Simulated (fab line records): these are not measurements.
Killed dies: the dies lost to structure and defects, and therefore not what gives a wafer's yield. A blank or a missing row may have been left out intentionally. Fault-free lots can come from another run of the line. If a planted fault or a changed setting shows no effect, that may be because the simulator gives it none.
Which tool is to blame? | flow nandHarc | 42 wafers sampled from 14 lots at 1 step of a route of 1159

## WHAT EACH GAUGE READ, for each wafer
NHARC_A_BLC_CD_MEAS_10: target cd 100 nm.
lot  | measured     | on       | cdNm (nm)
L260 | day 17 10:52 | cdSem-01 | 101.0 99.9 99.9
L261 | day 17 18:38 | cdSem-03 | 100.7 100.4 100.0
L265 | day 19 09:40 | cdSem-01 | 99.7 99.5 99.6
L266 | day 19 15:42 | cdSem-01 | 100.6 101.6 100.0
L269 | day 20 05:16 | cdSem-02 | 100.8 99.0 99.3
L270 | day 20 08:36 | cdSem-03 | 99.4 100.3 99.6
L274 | day 20 20:32 | cdSem-02 | 99.4 99.1 99.7
L273 | day 21 04:16 | cdSem-01 | 99.8 100.0 100.5
L277 | day 21 13:26 | cdSem-03 | 99.8 100.9 100.5
L275 | day 21 15:04 | cdSem-03 | 100.6 100.2 100.1
L279 | day 22 10:41 | cdSem-01 | 100.2 100.4 99.7
L278 | day 22 12:40 | cdSem-01 | 100.8 100.8 100.0
L280 | day 22 18:13 | cdSem-02 | 99.6 100.0 99.9
L281 | day 23 04:33 | cdSem-02 | 99.3 99.4 99.6

## WHICH TOOL RAN EACH LOT (tool, then ch and the chambers of the sampled wafers, then the start)
Record: no process step prior to these readings.

## WHAT THE TOOLS THEMSELVES READ (means of the sampled wafers that have a number; where no wafer has one, the mark that the record gives instead)
The record holds no such reading with a usual standard deviation.

## THE ANSWER, worked out from the rows above alone
Rule: the lots themselves supply what counts as usual. The widest of any qualifying gaps counts: lots, ordered by their means at a reading, are off when they make up no more than a third of the lots, leave a main group of 4 or more, and stand apart from it by 3 or more times the standard deviation of that group's means. Not used: any main group whose means are identical at the precision the tables above print for the reading. Also off: a lot with no number at a reading for which 4 or more lots have one. Any other lot the step has rows for is counted as sound. The gauges are gone through in route order, then the tools' own readings, and for those a lot's mean is taken as printed above. The first step at which some lot is off is used, and at that step the reading that is off furthest; a lot without a number counts as furthest.
No lot is off on any of the readings shown, so nothing can be concluded from this.

## WHAT THE SIMULATOR PUT IN
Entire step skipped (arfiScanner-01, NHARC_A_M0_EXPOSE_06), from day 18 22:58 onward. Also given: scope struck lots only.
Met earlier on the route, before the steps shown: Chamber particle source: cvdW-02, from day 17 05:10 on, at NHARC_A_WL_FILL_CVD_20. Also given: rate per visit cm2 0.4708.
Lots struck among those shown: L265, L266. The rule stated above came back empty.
